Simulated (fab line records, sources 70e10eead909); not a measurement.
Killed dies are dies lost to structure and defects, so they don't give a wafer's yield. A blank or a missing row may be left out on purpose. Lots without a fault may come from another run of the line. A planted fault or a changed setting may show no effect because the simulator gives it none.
fab line records | flow nand_harc
record lots=6 wafers=18 last_day=24
route steps=1159 shown A_ONON_D1@432 END@1159
lots that met no fault: from a run of the same line without faults
start_h: hours from the record's first day to the start of the lot's first wafer shown | wait_h: hours since the lot's step before | " the same as in the row above | L1.1+2: a row that stands for several wafers | - no value, or no start given | * or withheld: withheld | < > ~ a bound
route shown NAME@n: a module of which the file shows steps, and the number in the route of the first | usual: mean/standard deviation of fault-free wafers | same: alike in all rows | chamber/n: place in a boat | sites: the reading at each site | _std_site: their standard deviation | _edge_site: outer sites' mean less inner sites' | radius_mm: how far each site lies from the wafer's centre | mask NAME#n: copy n | behind: the tool/chamber that last shaped the wafer | hold: why the lot was held/for how many hours/how that ended | device: the transistor (n, p or np) that didn't switch | end of line: the same wafers' tests at the end of the route | a step without rows: its recipe alone | killed: dies lost to structure and defects at the first sort, not the wafer's yield | map: a wafer's dies, x killed, . not, _ none there
set.NAME: the setting as run; set.NAME@STEP: as run at that earlier step | model.NAME: the simulator's own value behind a step, which no gauge read
lots at some steps of the route; a table a step, a row a wafer
services: from which hour (start_h, from the record's first day; less than 0 if before it) a tool's chamber was out of use, for how many hours, and why
## steps
# step NHARC_A_ONON_D1_DEP_12
# recipe target_thk_a=10000 n2_flow_sccm=2750 n2o_flow_sccm=2000 nh3_flow_sccm=500 sih4_flow_sccm=210 temp_c=400
# step NHARC_A_ONON_D1_THK_MEAS_14
# recipe thk_meas_gauge=ellipsometry
# usual thk_nm=1001/14
# columns lot.wafer tool chamber start_h wait_h thk_nm
L368.2 film_metro-01 - 181.94 - 1012
L368.4 " - " " 1009
L368.6 " - " " 1010
L373.2 film_metro-01 - 208.92 - 997
L373.3 " - " " 999
L373.6 " - " " 999
L379.1 film_metro-02 - 240.54 - 991
L379.2 " - " " 993
L379.3 " - " " 991
L380.2 film_metro-01 - 260.88 - 1014
L380.4 " - " " 1017
L380.5 " - " " 1016
L383.1 film_metro-02 - 268.47 - 1013
L383.4 " - " " 1015
L383.5 " - " " 1015
L385.2 film_metro-02 - 277.87 - 985
L385.3 " - " " 987
L385.5 " - " " 985
# step NHARC_A_ONON_D1_ANNEAL_15
# recipe temp_c=750 time_s=3600
# step NHARC_A_ONON_D1_DEP_16
# recipe target_thk_a=10000 n2_flow_sccm=2750 n2o_flow_sccm=2000 nh3_flow_sccm=500 sih4_flow_sccm=210 temp_c=400
# step NHARC_A_ONON_D1_THK_MEAS_18
# recipe thk_meas_gauge=ellipsometry
# usual thk_nm=1001/8.7
# columns lot.wafer tool chamber start_h wait_h thk_nm
L368.2 film_metro-01 - 189.11 - 987
L368.4 " - " " 986
L368.6 " - " " 987
L373.2 film_metro-02 - 216.03 - 1008
L373.3 " - " " 1006
L373.6 " - " " 1007
L379.1 film_metro-01 - 257.33 - 1006
L379.2 " - " " 1005
L379.3 " - " " 1007
L380.2 film_metro-01 - 267.98 - 1000
L380.4 " - " " 999
L380.5 " - " " 1000
L383.1 film_metro-02 - 275.45 - 1001
L383.4 " - " " 1000
L383.5 " - " " 1001
L385.2 film_metro-01 - 285.88 - 998
L385.3 " - " " 996
L385.5 " - " " 998
# step NHARC_A_ONON_D1_DEP_19
# recipe target_thk_a=10000 n2_flow_sccm=2750 n2o_flow_sccm=2000 nh3_flow_sccm=500 sih4_flow_sccm=210 temp_c=400
# step NHARC_A_ONON_D1_THK_MEAS_21
# recipe thk_meas_gauge=ellipsometry
# usual thk_nm=998/9.6
# columns lot.wafer tool chamber start_h wait_h thk_nm
L368.2 film_metro-02 - 189.68 - 980
L368.4 " - " " 978
L368.6 " - " " 979
L373.2 film_metro-02 - 216.60 - 993
L373.3 " - " " 994
L373.6 " - " " 993
L379.1 film_metro-01 - 258.09 - 993
L379.2 " - " " 993
L379.3 " - " " 994
L380.2 film_metro-01 - 268.55 - 997
L380.4 " - " " 996
L380.5 " - " " 997
L383.1 film_metro-01 - 276.02 - 999
L383.4 " - " " 1001
L383.5 " - " " 1000
L385.2 film_metro-01 - 286.44 - 971
L385.3 " - " " 971
L385.5 " - " " 971
# step NHARC_A_ONON_D1_DEP_22
# recipe target_thk_a=10000 n2_flow_sccm=2750 n2o_flow_sccm=2000 nh3_flow_sccm=500 sih4_flow_sccm=210 temp_c=400
# step NHARC_A_ONON_D1_THK_MEAS_24
# recipe thk_meas_gauge=ellipsometry
# usual thk_nm=1002/11
# columns lot.wafer tool chamber start_h wait_h thk_nm
L368.2 film_metro-01 - 190.24 - 1004
L368.4 " - " " 1002
L368.6 " - " " 1002
L373.2 film_metro-02 - 217.16 - 1003
L373.3 " - " " 1003
L373.6 " - " " 1002
L379.1 film_metro-01 - 259.08 - 980
L379.2 " - " " 981
L379.3 " - " " 980
L380.2 film_metro-01 - 269.12 - 1019
L380.4 " - " " 1019
L380.5 " - " " 1019
L383.1 film_metro-01 - 276.58 - 999
L383.4 " - " " 1000
L383.5 " - " " 999
L385.2 film_metro-02 - 287.01 - 1005
L385.3 " - " " 1002
L385.5 " - " " 1003
# step NHARC_A_ONON_D1_DEP_25
# recipe target_thk_a=10000 n2_flow_sccm=2750 n2o_flow_sccm=2000 nh3_flow_sccm=500 sih4_flow_sccm=210 temp_c=400
# step NHARC_A_ONON_D1_THK_MEAS_27
# recipe thk_meas_gauge=ellipsometry
# usual thk_nm=1001/7.3
# columns lot.wafer tool chamber start_h wait_h thk_nm
L368.2 film_metro-02 - 190.83 - 1010
L368.4 " - " " 1011
L368.6 " - " " 1010
L373.2 film_metro-01 - 217.73 - 999
L373.3 " - " " 997
L373.6 " - " " 999
L379.1 film_metro-01 - 259.82 - 1015
L379.2 " - " " 1014
L379.3 " - " " 1014
L380.2 film_metro-02 - 269.69 - 1001
L380.4 " - " " 999
L380.5 " - " " 1000
L383.1 film_metro-02 - 277.17 - 1010
L383.4 " - " " 1010
L383.5 " - " " 1008
L385.2 film_metro-01 - 287.57 - 995
L385.3 " - " " 995
L385.5 " - " " 995
# step NHARC_A_ONON_D1_DEP_28
# recipe target_thk_a=10000 n2_flow_sccm=2750 n2o_flow_sccm=2000 nh3_flow_sccm=500 sih4_flow_sccm=210 temp_c=400
# usual n2o_flow_sccm=1999/5.5 nh3_flow_sccm=500.0/1.4
# columns lot.wafer tool chamber start_h wait_h n2o_flow_sccm nh3_flow_sccm
L368.2 pecvd_onon-01 0 190.94 0.1 1993 500.6
L368.4 " 0 " " 2002 501.6
L368.6 " 0 " " 2000 500.2
L373.2 pecvd_onon-02 0 217.85 0.1 1991 496.9
L373.3 " 0 " " 2003 496.7
L373.6 " 0 " " 1997 496.9
L379.1 pecvd_onon-02 0 260.02 0.2 2007 499.5
L379.2 " 0 " " 2006 501.0
L379.3 " 0 " " 1998 500.0
L380.2 pecvd_onon-02 0 269.80 0.1 1996 502.9
L380.4 " 0 " " 2009 500.1
L380.5 " 0 " " 1994 501.8
L383.1 pecvd_onon-01 0 277.23 0.1 2001 500.4
L383.4 " 0 " " 2004 500.0
L383.5 " 0 " " 2001 497.9
L385.2 pecvd_onon-01 0 287.79 0.2 1985 498.7
L385.3 " 0 " " 1994 498.3
L385.5 " 0 " " 1995 498.9
# step NHARC_A_ONON_D1_THK_MEAS_30
# recipe thk_meas_gauge=ellipsometry
# usual thk_nm=999/11
# columns lot.wafer tool chamber start_h wait_h hold thk_nm
L368.2 film_metro-02 - 191.39 - - 1034
L368.4 " - " " - 1035
L368.6 " - " " - 1035
L373.2 film_metro-01 - 218.30 - - 992
L373.3 " - " " - 993
L373.6 " - " " - 992
L379.1 film_metro-01 - 260.53 - await_dispo/0.2h/release 700
L379.2 " - " " await_dispo/0.2h/release 697
L379.3 " - " " await_dispo/0.2h/release 699
L379.1 film_metro-01 - 260.71 0.2 - 697
L379.2 " - " " - 696
L379.3 " - " " - 698
L380.2 film_metro-02 - 270.25 - await_dispo/0.2h/release 697
L380.4 " - " " await_dispo/0.2h/release 696
L380.5 " - " " await_dispo/0.2h/release 697
L380.2 film_metro-02 - 270.42 0.2 - 698
L380.4 " - " " - 697
L380.5 " - " " - 697
L383.1 film_metro-01 - 277.74 - - 996
L383.4 " - " " - 996
L383.5 " - " " - 996
L385.2 film_metro-01 - 288.24 - - 993
L385.3 " - " " - 992
L385.5 " - " " - 993
# step NHARC_A_ONON_D1_DEP_33
# recipe target_thk_a=2000 temp_c=400 pressure_torr=6.5 rf_w=900 teos_flow_sccm=161.4 flow_sccm=2650 target_thk_nm=200 gas=O2 material=SiO2
# usual heater_power_w=586/120 throttle_valve_pct=16.0/0.48
# columns lot.wafer tool chamber start_h wait_h hold heater_power_w throttle_valve_pct
L368.2 pecvd-03 0 191.49 0.1 - 430 15.4
L368.4 " 2 " " - 637 15.9
L368.6 " 1 " " - 517 15.7
L373.2 pecvd-03 0 218.40 0.1 - 422 15.5
L373.3 " 1 " " - 539 15.7
L373.6 " 1 " " - 552 15.6
L379.3 pecvd-02 0 264.10 3.4 await_dispo/3.3h/release 591 16.3
L379.1 " 1 " " await_dispo/3.3h/release 503 15.9
L379.2 " 2 " " await_dispo/3.3h/release 677 16.0
L380.2 pecvd-01 2 273.66 3.2 await_dispo/3.1h/release 557 15.4
L380.4 " 2 " " await_dispo/3.1h/release 549 15.5
L380.5 " 1 " " await_dispo/3.1h/release 931 16.6
L383.1 pecvd-02 1 277.80 0.1 - 468 15.6
L383.5 " 1 " " - 481 16.0
L383.4 " 0 " " - 612 16.3
L385.2 pecvd-02 1 288.34 0.1 - 448 15.7
L385.3 " 2 " " - 705 15.9
L385.5 " 2 " " - 532 16.1
# step NHARC_END_SORT_01
# recipe temp_c=25
# usual killed_at_array=25/9.8 killed_at_other=0.8/1.1 killed_at_periphery=3.3/2.1 killed_dies=29/10 killed_open=3.3/1.8 killed_short=1.9/1.4
# same gross_dies=677
# columns lot.wafer tool chamber start_h wait_h hold killed_at_array killed_at_other killed_at_periphery killed_dies killed_open killed_short
L368.2 prober-02 0 481.10 2.8 - 6 1 6 13 2 1
L368.4 prober-02 0 482.72 3.4 - 9 0 5 14 2 2
L368.6 prober-02 0 484.35 4.1 - 15 1 0 16 2 1
L373.2 prober-01 0 502.91 2.8 - 19 0 6 25 2 4
L373.3 prober-01 0 503.70 3.1 - 22 0 7 29 1 2
L373.6 prober-01 0 506.08 4.0 - 14 0 6 20 4 0
L379.1 prober-01 0 531.43 2.5 await_dispo/2.1h/scrap 671 2 4 677 3 3
L379.2 prober-01 0 532.23 2.8 await_dispo/2.1h/scrap 674 1 2 677 7 3
L379.3 prober-01 0 533.03 3.1 await_dispo/2.1h/scrap 672 2 3 677 4 3
L383.1 prober-02 0 565.23 2.5 - 34 0 2 36 1 2
L383.4 prober-02 0 567.64 3.4 - 45 1 0 46 4 0
L383.5 prober-02 0 568.44 3.7 - 46 0 2 48 5 1
L380.2 prober-01 0 572.34 2.8 await_dispo/2.3h/scrap 672 0 5 677 3 3
L380.4 prober-01 0 573.94 3.4 await_dispo/2.3h/scrap 675 1 1 677 2 2
L380.5 prober-01 0 574.75 3.7 await_dispo/2.3h/scrap 673 1 3 677 3 0
L385.2 prober-02 0 573.83 2.8 - 37 0 6 43 2 2
L385.3 prober-02 0 574.62 3.1 - 48 0 6 54 5 1
L385.5 prober-02 0 576.20 3.6 - 47 2 6 55 7 2
# killed by level:class
L368.2 P_ZERO_WELL:chamber_film_flake=4 P_M1:geometric_particle:open=1 A_CHANNEL_FILL_D1:geometric_particle:short=1 A_M0:geometric_particle:open=1 P_GATE:chamber_film_flake=1 A_CHANNEL_HOLE_D1:chamber_film_flake=1 A_WL_FILL:chamber_film_flake=1 A_CONTACT:chamber_film_flake=1
L368.4 A_STAIRCASE:chamber_film_flake=3 A_CONTACT:chamber_film_flake=3 P_M0:geometric_particle:open=2 P_ZERO_WELL:chamber_film_flake=2 A_CHANNEL_HOLE_D1:chamber_film_flake=2 P_M1:geometric_particle:short=1 A_SGD_CUT:geometric_particle:short=1
L368.6 A_SLIT:chamber_film_flake=4 A_CONTACT:chamber_film_flake=3 A_BONDPAD:chamber_film_flake=3 A_SOURCE_PLATE:geometric_particle:short=1 A_CONTACT:geometric_particle:open=1 A_BLC:geometric_particle:open=1 A_CHANNEL_HOLE_D1:chamber_film_flake=1 A_STAIRCASE:chamber_film_flake=1
L373.2 A_STAIRCASE:chamber_film_flake=4 A_CHANNEL_HOLE_D1:chamber_film_flake=3 A_CONTACT:chamber_film_flake=3 P_GATE:chamber_film_flake=2 P_CONTACT:chamber_film_flake=2 A_CHANNEL_FILL_D1:chamber_film_flake=2 P_M0:geometric_particle:open=1 A_SOURCE_PLATE:geometric_particle:short=1
L373.3 A_CONTACT:chamber_film_flake=9 P_CONTACT:chamber_film_flake=6 A_CHANNEL_HOLE_D1:chamber_film_flake=4 A_STAIRCASE:chamber_film_flake=3 A_CHANNEL_FILL_D1:chamber_film_flake=2 A_CHANNEL_FILL_D1:geometric_particle:short=1 A_CONTACT:geometric_particle:short=1 A_BLC:geometric_particle:open=1
L373.6 P_CONTACT:chamber_film_flake=3 A_STAIRCASE:chamber_film_flake=3 A_CHANNEL_FILL_D1:geometric_particle:open=2 A_CONTACT:geometric_particle:open=2 P_GATE:chamber_film_flake=2 A_CHANNEL_HOLE_D1:chamber_film_flake=2 A_CHANNEL_FILL_D1:chamber_film_flake=2 A_CONTACT:chamber_film_flake=2
L379.1 A_ONON_D1:area_dep=642 A_CHANNEL_HOLE_D1:chamber_film_flake=12 A_WL_FILL:chamber_film_flake=4 A_CONTACT:chamber_film_flake=4 P_STI:chamber_film_flake=3 A_STAIRCASE:chamber_film_flake=3 A_M1:geometric_particle:open=2 THIN_TSV:chamber_film_flake=2
L379.2 A_ONON_D1:area_dep=639 A_CHANNEL_HOLE_D1:chamber_film_flake=15 A_STAIRCASE:chamber_film_flake=6 A_CONTACT:chamber_film_flake=3 A_SGD_CUT:geometric_particle:short=2 A_CONTACT:geometric_particle:open=2 A_WL_FILL:chamber_film_flake=2 P_GATE:geometric_particle:open=1
L379.3 A_ONON_D1:area_dep=637 A_CHANNEL_HOLE_D1:chamber_film_flake=15 A_CONTACT:chamber_film_flake=10 A_ONON_D1:geometric_particle:short=3 A_STAIRCASE:chamber_film_flake=3 THIN_TSV:chamber_film_flake=2 P_M0:geometric_particle:open=1 A_SLIT:geometric_particle:open=1
L383.1 A_CHANNEL_HOLE_D1:chamber_film_flake=16 A_SLIT:chamber_film_flake=9 A_CONTACT:chamber_film_flake=5 P_CONTACT:geometric_particle:short=1 A_CHANNEL_FILL_D1:geometric_particle:short=1 A_CONTACT:geometric_particle:open=1 P_STI:chamber_film_flake=1 A_STAIRCASE:chamber_film_flake=1
L383.4 A_SLIT:chamber_film_flake=18 A_CHANNEL_HOLE_D1:chamber_film_flake=13 A_STAIRCASE:chamber_film_flake=5 A_CONTACT:chamber_film_flake=4 A_WL_FILL:geometric_particle:open=2 A_CHANNEL_FILL_D1:geometric_particle:open=1 A_BLC:geometric_particle:open=1 A_BLC:chamber_film_flake=1
L383.5 A_SLIT:chamber_film_flake=21 A_CHANNEL_HOLE_D1:chamber_film_flake=15 A_STAIRCASE:chamber_film_flake=3 A_CONTACT:chamber_film_flake=2 P_CONTACT:geometric_particle:open=1 P_M0:geometric_particle:open=1 A_CHANNEL_FILL_D1:geometric_particle:open=1 A_SGD_CUT:geometric_particle:open=1
L380.2 A_ONON_D1:area_dep=645 A_CHANNEL_HOLE_D1:chamber_film_flake=20 A_STAIRCASE:chamber_film_flake=2 P_GATE:chamber_film_flake=2 A_CONTACT:chamber_film_flake=2 P_STI:geometric_particle:open=1 P_CONTACT:geometric_particle:short=1 P_M0:geometric_particle:open=1
L385.2 A_SLIT:chamber_film_flake=17 A_CHANNEL_HOLE_D1:chamber_film_flake=12 P_GATE:chamber_film_flake=2 P_M1:chamber_film_flake=2 A_CHANNEL_FILL_D1:chamber_film_flake=2 A_SOURCE_PLATE:geometric_particle:short=1 A_STAIRCASE:geometric_particle:short=1 A_CONTACT:geometric_particle:open=1
L380.4 A_ONON_D1:area_dep=663 A_CHANNEL_HOLE_D1:chamber_film_flake=8 A_CHANNEL_FILL_D1:geometric_particle:short=1 A_WL_FILL:geometric_particle:short=1 A_WL_FILL:geometric_particle:open=1 A_CONTACT:geometric_particle:open=1 P_ZERO_WELL:chamber_film_flake=1 THIN_TSV:chamber_film_flake=1
L385.3 A_CHANNEL_HOLE_D1:chamber_film_flake=25 A_SLIT:chamber_film_flake=8 A_WL_FILL:chamber_film_flake=5 A_BLC:chamber_film_flake=3 P_M1:chamber_film_flake=2 A_CONTACT:chamber_film_flake=2 P_GATE:geometric_particle:open=1 P_M0:geometric_particle:open=1
L380.5 A_ONON_D1:area_dep=642 A_CHANNEL_HOLE_D1:chamber_film_flake=21 A_CONTACT:chamber_film_flake=4 A_STAIRCASE:chamber_film_flake=2 P_M1:geometric_particle:open=1 A_ONON_D1:geometric_particle:open=1 A_CONTACT:geometric_particle:open=1 P_ZERO_WELL:chamber_film_flake=1
L385.5 A_CHANNEL_HOLE_D1:chamber_film_flake=22 A_SLIT:chamber_film_flake=14 P_M1:chamber_film_flake=4 A_WL_FILL:chamber_film_flake=2 A_BLC:chamber_film_flake=2 P_CONTACT:geometric_particle:open=1 A_SOURCE_PLATE:geometric_particle:open=1 A_ONON_D1:geometric_particle:open=1
# map L379.1 (x killed, . not)
____________x____________
_________xxxxxxx_________
_______xxxxxxxxxxx_______
______xxxxxxxxxxxxx______
_____xxxxxxxxxxxxxxx_____
____xxxxxxxxxxxxxxxxx____
____xxxxxxxxxxxxxxxxx____
___xxxxxxxxxxxxxxxxxxx___
___xxxxxxxxxxxxxxxxxxx___
__xxxxxxxxxxxxxxxxxxxxx__
__xxxxxxxxxxxxxxxxxxxxx__
_xxxxxxxxxxxxxxxxxxxxxxx_
_xxxxxxxxxxxxxxxxxxxxxxx_
_xxxxxxxxxxxxxxxxxxxxxxx_
_xxxxxxxxxxxxxxxxxxxxxxx_
_xxxxxxxxxxxxxxxxxxxxxxx_
xxxxxxxxxxxxxxxxxxxxxxxxx
xxxxxxxxxxxxxxxxxxxxxxxxx
xxxxxxxxxxxxxxxxxxxxxxxxx
xxxxxxxxxxxxxxxxxxxxxxxxx
xxxxxxxxxxxxxxxxxxxxxxxxx
_xxxxxxxxxxxxxxxxxxxxxxx_
_xxxxxxxxxxxxxxxxxxxxxxx_
_xxxxxxxxxxxxxxxxxxxxxxx_
_xxxxxxxxxxxxxxxxxxxxxxx_
_xxxxxxxxxxxxxxxxxxxxxxx_
__xxxxxxxxxxxxxxxxxxxxx__
__xxxxxxxxxxxxxxxxxxxxx__
___xxxxxxxxxxxxxxxxxxx___
___xxxxxxxxxxxxxxxxxxx___
____xxxxxxxxxxxxxxxxx____
____xxxxxxxxxxxxxxxxx____
_____xxxxxxxxxxxxxxx_____
______xxxxxxxxxxxxx______
_______xxxxxxxxxxx_______
_________xxxxxxx_________
____________x____________
# map L380.2 (x killed, . not)
____________x____________
_________xxxxxxx_________
_______xxxxxxxxxxx_______
______xxxxxxxxxxxxx______
_____xxxxxxxxxxxxxxx_____
____xxxxxxxxxxxxxxxxx____
____xxxxxxxxxxxxxxxxx____
___xxxxxxxxxxxxxxxxxxx___
___xxxxxxxxxxxxxxxxxxx___
__xxxxxxxxxxxxxxxxxxxxx__
__xxxxxxxxxxxxxxxxxxxxx__
_xxxxxxxxxxxxxxxxxxxxxxx_
_xxxxxxxxxxxxxxxxxxxxxxx_
_xxxxxxxxxxxxxxxxxxxxxxx_
_xxxxxxxxxxxxxxxxxxxxxxx_
_xxxxxxxxxxxxxxxxxxxxxxx_
xxxxxxxxxxxxxxxxxxxxxxxxx
xxxxxxxxxxxxxxxxxxxxxxxxx
xxxxxxxxxxxxxxxxxxxxxxxxx
xxxxxxxxxxxxxxxxxxxxxxxxx
xxxxxxxxxxxxxxxxxxxxxxxxx
_xxxxxxxxxxxxxxxxxxxxxxx_
_xxxxxxxxxxxxxxxxxxxxxxx_
_xxxxxxxxxxxxxxxxxxxxxxx_
_xxxxxxxxxxxxxxxxxxxxxxx_
_xxxxxxxxxxxxxxxxxxxxxxx_
__xxxxxxxxxxxxxxxxxxxxx__
__xxxxxxxxxxxxxxxxxxxxx__
___xxxxxxxxxxxxxxxxxxx___
___xxxxxxxxxxxxxxxxxxx___
____xxxxxxxxxxxxxxxxx____
____xxxxxxxxxxxxxxxxx____
_____xxxxxxxxxxxxxxx_____
______xxxxxxxxxxxxx______
_______xxxxxxxxxxx_______
_________xxxxxxx_________
____________x____________
## services
# columns tool chamber start_h hours kind
pecvd-01 - 178.03 1.0 repair
pecvd_onon-01 - 195.04 13.0 pm
pecvd-01 2 228.91 5.2 repair
pecvd-03 0 231.24 10.6 repair
pecvd-01 - 237.14 13.0 pm
pecvd-01 0 237.14 148.2 vent_cycle
pecvd-01 1 237.14 13.0 vent_cycle
pecvd-01 2 237.14 13.0 vent_cycle
pecvd-01 1 250.14 - clean
pecvd-01 2 250.14 - clean
## key
first_sign step=NHARC_A_ONON_D1_THK_MEAS_30 reading=visit direction=added
effect step=NHARC_A_ONON_D1_THK_MEAS_30 reading=thk_nm direction=down sigmas=27 usual=999 struck=698
effect step=NHARC_END_SORT_01 reading=killed_at_array direction=up sigmas=66 usual=25 struck=673
more_kills_born_at NHARC_A_ONON_D1_DEP_28@pecvd_onon-02=3868
met_at NHARC_A_ONON_D1_DEP_28
struck_wafers L379.1,L379.2,L379.3,L380.2,L380.4,L380.5
later_rows_left_out L379.1,L379.2,L379.3,L380.2,L380.4,L380.5
tester_left_out L379,L380
onset_between 217.85 260.02
fault kind=process_parameter_drift tool=pecvd_onon-02 chamber=0 onset_h=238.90 steps=NHARC_A_ONON_D1_DEP_28 channel=target_thk_a offset=* shape=step end_h=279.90 acts_in=* stated=*
# tester_left_out: of these lots the tester's yield and bins aren't shown, on N5 and GAA mostly nor the transistor test; their killed dies are dies lost to structure and defects alone, not to doping, threshold or leakage, so they don't give the yield
# later_rows_left_out: the simulator's readings of these wafers behind a module that went badly wrong aren't trusted and aren't shown, but for the sort
